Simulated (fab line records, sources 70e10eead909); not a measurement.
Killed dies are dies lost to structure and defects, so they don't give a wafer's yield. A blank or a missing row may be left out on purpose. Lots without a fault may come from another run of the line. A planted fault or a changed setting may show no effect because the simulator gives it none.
Problem report in the 8D (eight disciplines) form, filled by code | flow nand_harc | the parts of the form that need people (team, actions taken, sign-off) are left out

1. THE PROBLEM
thk_nm at NHARC_A_ONON_D1_THK_MEAS_05 reads a mean of 1566 nm on 6 wafers of 2 lots; wafers without a fault read 1001 nm with a standard deviation of 8.4. That is +67 standard deviations from the usual mean.
The step: measures by ellipsometry.
First seen on wafer L571.3, day 10 19:14, on film_metro-01. The record holds 39 wafers of 13 lots with a number at this step. Rule for "out", or "out of limits": more than 4 standard deviations from the usual mean. The other wafers with a number count as sound.

2. WHAT IT IS AND WHAT IT IS NOT
question                    | is                     | is not
which readings at this step | thk_nm                 | -
which lots                  | L569, L571             | L556, L557, L559, L560, L561, L562, L565, L574, L576, L578, L579
which wafers of those lots  | all that have a number | -
read on which gauges        | film_metro-01          | film_metro-02
when                        | from day 10 19:14      | up to then (21 sound wafers); but 12 sound wafers of L574, L576, L578, L579 came after

3. SUSPECTS, AND WHAT RULES EACH OUT
Counting: a tool at a process step up to the reading stays a suspect if it ran every lot that is out and no sound lot after the first of them.
- the gauge at NHARC_A_ONON_D1_THK_MEAS_05: ruled out. All the wafers that are out were read on film_metro-01, but those of them that NHARC_END_SORT_01 has rows for are out there too, on other tools.
- pecvd_onon-04 at NHARC_A_ONON_D1_DEP_03 (target thk 1000 nm): kept. It ran every lot that is out, first L571 (day 10 18:50), and no sound lot after that; its last sound lot up to then is L562 (day 9 09:32).
Left after counting: pecvd_onon-04 at NHARC_A_ONON_D1_DEP_03.

4. THE CAUSE (what the simulator had put in)
Process parameter drift: pecvd_onon-04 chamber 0, from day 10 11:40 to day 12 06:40, at NHARC_A_ONON_D1_DEP_03. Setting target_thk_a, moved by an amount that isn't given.
Counting left only this tool.

5. THE CHAIN OF EFFECTS, in route order
Each row: a reading whose mean over the struck wafers that have a number lies more than 3 standard deviations from the usual. Only readings for which the record gives a usual standard deviation are gone through. hours: the time from each lot's start at the first step in this table that gives one to its start at this step, as a median over the lots. sigmas: the change in usual standard deviations.
hours | step                        | reading         | usual   | on struck wafers | change | sigmas
0     | NHARC_A_ONON_D1_THK_MEAS_05 | thk_nm          | 1001 nm | 1566             | +565   | +67
287   | NHARC_END_SORT_01           | killed_at_array | 25      | 673              | +648   | +70
287   | NHARC_END_SORT_01           | killed_dies     | 29      | 677              | +648   | +68

6. WHAT WOULD HAVE CAUGHT IT SOONER
In this record the first reading out of limits at a measuring or inspecting step was taken at day 10 19:14, 8 hours after the fault began at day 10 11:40.
Of the lots that are out (2), L569 began NHARC_A_ONON_D1_DEP_03 on pecvd_onon-04 after day 10 19:14. A hold on the tool at that time would have spared it.
